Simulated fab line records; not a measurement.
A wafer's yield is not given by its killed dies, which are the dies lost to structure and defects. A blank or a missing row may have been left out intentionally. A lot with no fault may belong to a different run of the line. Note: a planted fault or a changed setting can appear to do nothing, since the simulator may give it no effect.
Chamber matching / flow n5_finfet / N5_BEOL_M7_CURE_74 on uv_cure-03: 3 sister chambers
The step cures SiCOH lowk, time 240 s. 3 wafers are shown with their chamber, then 9 later ones without.

## WAFERS WITH THEIR CHAMBER
wafer=L081.6; chamber=2; lamp_power_pct (%)=52.40
wafer=L083.4; chamber=0; lamp_power_pct (%)=52.36
wafer=L088.6; chamber=1; lamp_power_pct (%)=52.32

## WAFERS MISSING THEIR CHAMBER
wafer=L090.1; lamp_power_pct (%)=52.28
wafer=L090.2; lamp_power_pct (%)=52.27
wafer=L090.6; lamp_power_pct (%)=52.35
wafer=L093.1; lamp_power_pct (%)=52.39
wafer=L093.2; lamp_power_pct (%)=52.26
wafer=L093.6; lamp_power_pct (%)=52.20
wafer=L095.2; lamp_power_pct (%)=52.32
wafer=L095.3; lamp_power_pct (%)=52.29
wafer=L095.5; lamp_power_pct (%)=52.22

## THE CHAMBER EACH PASSED THROUGH
wafer=L090.1; from the rows above=can't be placed: 1 or 0 or 2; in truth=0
wafer=L090.2; from the rows above=can't be placed: 1 or 0 or 2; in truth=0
wafer=L090.6; from the rows above=can't be placed: 0 or 1 or 2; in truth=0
wafer=L093.1; from the rows above=can't be placed: 2 or 0 or 1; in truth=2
wafer=L093.2; from the rows above=can't be placed: 1 or 0 or 2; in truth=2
wafer=L093.6; from the rows above=can't be placed: 1 or 0 or 2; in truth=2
wafer=L095.2; from the rows above=can't be placed: 1 or 0 or 2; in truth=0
wafer=L095.3; from the rows above=can't be placed: 1 or 0 or 2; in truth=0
wafer=L095.5; from the rows above=can't be placed: 1 or 0 or 2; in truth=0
Correctly placed: 0 of 9. Not placeable from these rows: 9 (in 9, the candidates include the true chamber). 0 placed wrongly.
How it was worked out, from the rows above alone: a wafer's distance from a chamber is the root of the sum, over the readings, of the square of ((its reading less the chamber's mean) divided by the reading's scatter). The wafer belongs to the nearest chamber; if the next one is less than 2 further off, it can't be placed. A chamber's mean is the mean of its shown wafers. The scatter (one wafer shown for each chamber): square how far every hidden wafer sits from the nearest shown wafer, average those squares and take the square root.
